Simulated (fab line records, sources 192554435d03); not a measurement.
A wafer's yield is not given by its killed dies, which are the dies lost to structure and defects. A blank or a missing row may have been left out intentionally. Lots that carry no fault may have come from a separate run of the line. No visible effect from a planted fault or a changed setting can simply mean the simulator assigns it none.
Lot-split experiment | flow n5Finfet | route with 1938 steps; 7 lots, 21 wafers read

## THE SPLIT
At N5_BEOL_M9_COAT_05 (resist thk 90 nm), the setting spinRpm was moved away from the recipe's 1500 rpm on 7 of the 21 wafers read, by -11.2% to -4.6%. All remaining wafers had this setting at the recipe value.

## FROM THE SPLIT TO THE READING: what the file shows between them, 6 steps
- N5_BEOL_M9_EBR_07
- N5_BEOL_M9_SOFTBAKE_06: time 60 s
- N5_BEOL_M9_EXPOSE_08: exposes mask M9
- N5_BEOL_M9_PEB_09: peb time 60 s
- N5_BEOL_M9_DEVELOP_10: develop time 30 s
- N5_BEOL_M9_DESCUM_16: chemistry O2, time 7.9 s

## THE READING
CAR-ArF_of_BEOL_M9_COAT_05.thkNm (the simulator's own value, which no gauge read), in nm, at N5_BEOL_M9_ETCH_61 (etches SiARC in CF4, target depth 39 nm, time 65 s). No usual value for it is given in the file. Average 55.5 nm, standard deviation 0.2 nm, over the 14 wafers here run with the recipe.

wafer  | tool, chamber at the split | spinRpm as run, rpm | against the recipe | CAR-ArF_of_BEOL_M9_COAT_05.thkNm, nm | against lot-mates on the recipe
L074.2 | lithoTrack-04, 0           | 1332                | -11.2%             | 60.8                                 | +5.4
L074.3 | lithoTrack-04, 0           | 1332                | -11.2%             | 60.8                                 | +5.4
L074.5 | lithoTrack-04, 0           | 1500                | recipe             | 55.4                                 | -
L078.2 | lithoTrack-02, 0           | 1500                | recipe             | 55.6                                 | -
L078.5 | lithoTrack-02, 0           | 1500                | recipe             | 55.6                                 | -
L078.4 | lithoTrack-02, 0           | 1500                | recipe             | 55.8                                 | -
L082.1 | lithoTrack-04, 0           | 1424                | -5.1%              | 57.8                                 | +2.5
L082.3 | lithoTrack-04, 0           | 1500                | recipe             | 55.2                                 | -
L082.5 | lithoTrack-04, 0           | 1500                | recipe             | 55.4                                 | -
L088.3 | lithoTrack-02, 0           | 1500                | recipe             | 55.4                                 | -
L088.4 | lithoTrack-02, 0           | 1500                | recipe             | 55.2                                 | -
L088.6 | lithoTrack-02, 0           | 1500                | recipe             | 55.2                                 | -
L094.1 | lithoTrack-02, 0           | 1400                | -6.7%              | 58.6                                 | +2.9
L094.5 | lithoTrack-02, 0           | 1500                | recipe             | 55.8                                 | -
L094.6 | lithoTrack-02, 0           | 1500                | recipe             | 55.6                                 | -
L095.1 | lithoTrack-02, 0           | 1431                | -4.6%              | 57.8                                 | no lot-mate on the recipe
L095.4 | lithoTrack-02, 0           | 1431                | -4.6%              | 57.8                                 | no lot-mate on the recipe
L095.2 | lithoTrack-02, 0           | 1431                | -4.6%              | 57.6                                 | no lot-mate on the recipe
L096.4 | lithoTrack-02, 0           | 1500                | recipe             | 55.4                                 | -
L096.5 | lithoTrack-02, 0           | 1500                | recipe             | 55.6                                 | -
L096.6 | lithoTrack-02, 0           | 1500                | recipe             | 55.6                                 | -

FIT RESULTS
A straight line over all 21 wafers: CAR-ArF_of_BEOL_M9_COAT_05.thkNm changes by -0.474 nm for each +1% of spinRpm; r = -1.00; the points scatter about the line by 0.18 nm.
The same after taking each lot's own level away (the mean of its wafers on the recipe; 18 wafers): -0.477 nm for each +1%; r = -1.00; scatter 0.11 nm.
Per that fit: largest spinRpm move, reading shift of 5.3 nm.
Measured against the standard deviation above, the lots' own levels, which go from 55.27 to 55.70 nm, span 2.2 times it.
Hence the lot-to-lot level has little effect on the slope; both slopes agree.
Check: with one of the wafers moved furthest among these (-11.2%) left out of the fit, the line predicts +5.3 nm for it against its lot-mates. Against them it came out at +5.4 nm.

## THESE WAFERS: OTHER SPLITS
Before the reading, these wafers also passed through other splits. Each is held against what the fit with the lots' levels taken away leaves over:
other split on the same wafers | wafers away from the commonest value | r with CAR-ArF_of_BEOL_M9_COAT_05.thkNm (lot level and that fit taken away)
N5_BEOL_M8_PECVD_70 tempC      | 6                                    | +0.30
N5_BEOL_M8_COAT_59 spinRpm     | 10                                   | +0.32

## THE WHOLE CHAIN: every reading that the file lists as answering this split, in the file's order
step                  | what it does                                       | reading                                                                           | change (the file's fit)               | r (the file's)
N5_BEOL_M9_COAT_05    | resist thk 90 nm                                   | CAR-ArF_of_BEOL_M9_COAT_05.thkNm (the simulator's own value, which no gauge read) | -0.476 nm for each +1% of the setting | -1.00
N5_BEOL_M9_DEVELOP_10 | develop time 30 s                                  | CAR-ArF_of_BEOL_M9_COAT_05.thkNm (the simulator's own value, which no gauge read) | -0.488 nm for each +1% of the setting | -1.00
N5_BEOL_M9_ETCH_61    | etches SiARC in CF4, target depth 39 nm, time 65 s | CAR-ArF_of_BEOL_M9_COAT_05.thkNm (the simulator's own value, which no gauge read) | -0.473 nm for each +1% of the setting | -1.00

## THE FILE'S OWN FIT
CAR-ArF_of_BEOL_M9_COAT_05.thkNm changes by -0.473 nm for each +1% of spinRpm, r = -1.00.
